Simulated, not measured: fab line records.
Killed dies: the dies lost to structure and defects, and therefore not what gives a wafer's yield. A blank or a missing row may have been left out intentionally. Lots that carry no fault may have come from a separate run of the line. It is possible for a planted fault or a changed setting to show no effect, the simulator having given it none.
Matching of chambers	flow n5_finfet	N5_BEOL_M5_ILD_DEP_00 on pecvd-03 has 3 sister chambers
The step deposits SiCOH lowk from DEMS/porogen, target thk 140.64 nm, time 25.9 s. 3 wafers are shown with their chamber, then 8 later ones without.

== EACH WAFER AND ITS CHAMBER ==
wafer	chamber	showerhead_vpp_V (V)
L079.4	0	1591
L085.4	2	1380
L092.3	1	1423

== WAFERS WITHOUT THEIR CHAMBER ==
wafer	showerhead_vpp_V (V)
L092.4	1450
L092.5	1417
L094.1	1558
L094.2	1445
L094.4	1410
L097.1	1396
L097.2	1566
L097.6	1561

== CHAMBER TAKEN BY EACH ==
wafer	from the rows above	in truth
L092.4	can't be placed: 1 or 2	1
L092.5	can't be placed: 1 or 2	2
L094.1	0	0
L094.2	can't be placed: 1 or 2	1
L094.4	can't be placed: 1 or 2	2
L097.1	can't be placed: 2 or 1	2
L097.2	0	0
L097.6	0	0
Correctly placed: 3 of 8. From these rows, 5 cannot be placed; in 5 the true chamber is one of the candidates. 0 placed wrongly.
How it was worked out, from the rows above alone: a wafer's distance from a chamber is the root of the sum, over the readings, of the square of ((its reading less the chamber's mean) divided by the reading's scatter). If the next closest chamber is less than 2 further off than the closest, the wafer can't be placed; otherwise it belongs to the closest. A chamber's mean is the mean of its shown wafers. The scatter: root of mean squared gap, hidden wafer to nearest shown wafer, with one shown wafer a chamber.
